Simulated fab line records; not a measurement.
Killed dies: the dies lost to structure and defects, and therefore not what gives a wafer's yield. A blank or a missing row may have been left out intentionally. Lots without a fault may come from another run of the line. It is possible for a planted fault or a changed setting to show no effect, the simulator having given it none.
Lot-split experiment || flow n5_finfet || 21 wafers read from 7 lots, route of 1938 steps

== SPLIT DETAILS ==
At N5_SDB_EXPOSE_08 (exposes mask SDB), the setting dose_mj was moved away from the recipe's 49.6 on 6 of the 21 wafers read, by -5.0% to +2.2%. The other wafers ran this setting at the recipe's value.

== FROM THE SPLIT TO THE READING: what the file shows between them, 2 steps ==
- N5_SDB_PEB_09: peb time 60 s
- N5_SDB_DEVELOP_10: develop time 30 s

== THE READING ==
cd_nm (nm) at N5_SDB_CD_MEAS_11, where the cd target is 50 nm. Fault-free wafers of this fab line usually give 50.3 nm, standard deviation 0.78 nm.

{"wafer": "L083.3", "tool, chamber at the split": "arfi_scanner-02, 0", "dose_mj as run": 49.6, "against the recipe": "recipe", "cd_nm, nm": 51.2, "against lot-mates on the recipe": "-"}
{"wafer": "L083.4", "tool, chamber at the split": "arfi_scanner-02, 0", "dose_mj as run": 49.6, "against the recipe": "recipe", "cd_nm, nm": 51.3, "against lot-mates on the recipe": "-"}
{"wafer": "L083.5", "tool, chamber at the split": "arfi_scanner-02, 0", "dose_mj as run": 49.6, "against the recipe": "recipe", "cd_nm, nm": 51.3, "against lot-mates on the recipe": "-"}
{"wafer": "L086.1", "tool, chamber at the split": "arfi_scanner-02, 0", "dose_mj as run": 49.6, "against the recipe": "recipe", "cd_nm, nm": 49.6, "against lot-mates on the recipe": "-"}
{"wafer": "L086.2", "tool, chamber at the split": "arfi_scanner-02, 0", "dose_mj as run": 49.6, "against the recipe": "recipe", "cd_nm, nm": 49.3, "against lot-mates on the recipe": "-"}
{"wafer": "L086.5", "tool, chamber at the split": "arfi_scanner-02, 0", "dose_mj as run": 49.6, "against the recipe": "recipe", "cd_nm, nm": 50.1, "against lot-mates on the recipe": "-"}
{"wafer": "L087.1", "tool, chamber at the split": "arfi_scanner-03, 0", "dose_mj as run": 50.69, "against the recipe": "+2.2%", "cd_nm, nm": 53.0, "against lot-mates on the recipe": "+3.7"}
{"wafer": "L087.2", "tool, chamber at the split": "arfi_scanner-03, 0", "dose_mj as run": 49.6, "against the recipe": "recipe", "cd_nm, nm": 49.3, "against lot-mates on the recipe": "-"}
{"wafer": "L087.6", "tool, chamber at the split": "arfi_scanner-03, 0", "dose_mj as run": 50.69, "against the recipe": "+2.2%", "cd_nm, nm": 52.6, "against lot-mates on the recipe": "+3.3"}
{"wafer": "L089.3", "tool, chamber at the split": "arfi_scanner-02, 0", "dose_mj as run": 47.6, "against the recipe": "-4.0%", "cd_nm, nm": 46.7, "against lot-mates on the recipe": -3.0}
{"wafer": "L089.5", "tool, chamber at the split": "arfi_scanner-02, 0", "dose_mj as run": 49.6, "against the recipe": "recipe", "cd_nm, nm": 49.7, "against lot-mates on the recipe": "-"}
{"wafer": "L089.6", "tool, chamber at the split": "arfi_scanner-02, 0", "dose_mj as run": 47.6, "against the recipe": "-4.0%", "cd_nm, nm": 45.6, "against lot-mates on the recipe": -4.1}
{"wafer": "L090.2", "tool, chamber at the split": "arfi_scanner-02, 0", "dose_mj as run": 49.6, "against the recipe": "recipe", "cd_nm, nm": 49.9, "against lot-mates on the recipe": "-"}
{"wafer": "L090.3", "tool, chamber at the split": "arfi_scanner-02, 0", "dose_mj as run": 49.6, "against the recipe": "recipe", "cd_nm, nm": 50.8, "against lot-mates on the recipe": "-"}
{"wafer": "L090.6", "tool, chamber at the split": "arfi_scanner-02, 0", "dose_mj as run": 49.6, "against the recipe": "recipe", "cd_nm, nm": 49.9, "against lot-mates on the recipe": "-"}
{"wafer": "L092.1", "tool, chamber at the split": "arfi_scanner-03, 0", "dose_mj as run": 49.6, "against the recipe": "recipe", "cd_nm, nm": 49.6, "against lot-mates on the recipe": "-"}
{"wafer": "L092.2", "tool, chamber at the split": "arfi_scanner-03, 0", "dose_mj as run": 49.6, "against the recipe": "recipe", "cd_nm, nm": 49.2, "against lot-mates on the recipe": "-"}
{"wafer": "L092.5", "tool, chamber at the split": "arfi_scanner-03, 0", "dose_mj as run": 49.6, "against the recipe": "recipe", "cd_nm, nm": 49.1, "against lot-mates on the recipe": "-"}
{"wafer": "L096.1", "tool, chamber at the split": "arfi_scanner-03, 0", "dose_mj as run": 49.6, "against the recipe": "recipe", "cd_nm, nm": 50.3, "against lot-mates on the recipe": "-"}
{"wafer": "L096.3", "tool, chamber at the split": "arfi_scanner-03, 0", "dose_mj as run": 47.12, "against the recipe": "-5.0%", "cd_nm, nm": 43.9, "against lot-mates on the recipe": -6.4}
{"wafer": "L096.5", "tool, chamber at the split": "arfi_scanner-03, 0", "dose_mj as run": 47.12, "against the recipe": "-5.0%", "cd_nm, nm": 43.8, "against lot-mates on the recipe": -6.5}

THE FIT
A straight line over all 21 wafers: cd_nm changes by +1.15 nm for each +1% of dose_mj; r = +0.96; the points scatter about the line by 0.75 nm.
The same after taking each lot's own level away (the mean of its wafers on the recipe; 21 wafers): +1.2 nm for each +1%; r = +0.97; scatter 0.58 nm.
Per that fit: largest dose_mj move, reading shift of 6 nm.
Measured against the standard deviation above, the lots' own levels, which go from 49.30 to 51.27 nm, span 2.5 times it.
Hence the lot-to-lot level has little effect on the slope; both slopes agree.
Check: -5.63 nm against its lot-mates is what the line predicts for one of the wafers moved furthest among these (-5.0%) when that wafer is left out of the fit. Against them it came out at -6.4 nm.

== OTHER SPLITS ON THESE WAFERS ==
Before the reading, these wafers also passed through other splits. Each is held against what the fit with the lots' levels taken away leaves over:
{"other split on the same wafers": "N5_ZERO_LAYER_PECVD_02 time_s", "wafers away from the commonest value": 6, "r with cd_nm (lot level and that fit taken away)": -0.29}
{"other split on the same wafers": "N5_PMOS_HMC_CHANNEL_EPI_EXPOSE_06 dose_mj", "wafers away from the commonest value": 9, "r with cd_nm (lot level and that fit taken away)": "+0.42"}
{"other split on the same wafers": "N5_PMOS_HMC_CHANNEL_EPI_PEB_07 peb_time_s", "wafers away from the commonest value": 2, "r with cd_nm (lot level and that fit taken away)": -0.06}
{"other split on the same wafers": "N5_DUMMY_GATE_COAT_28 spin_rpm", "wafers away from the commonest value": 8, "r with cd_nm (lot level and that fit taken away)": -0.12}
{"other split on the same wafers": "N5_DUMMY_GATE_EXPOSE_12 dose_mj", "wafers away from the commonest value": 7, "r with cd_nm (lot level and that fit taken away)": "+0.20"}

== THE FILE'S OWN FIT ==
cd_nm changes by +1.18 nm for each +1% of dose_mj, r = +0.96.
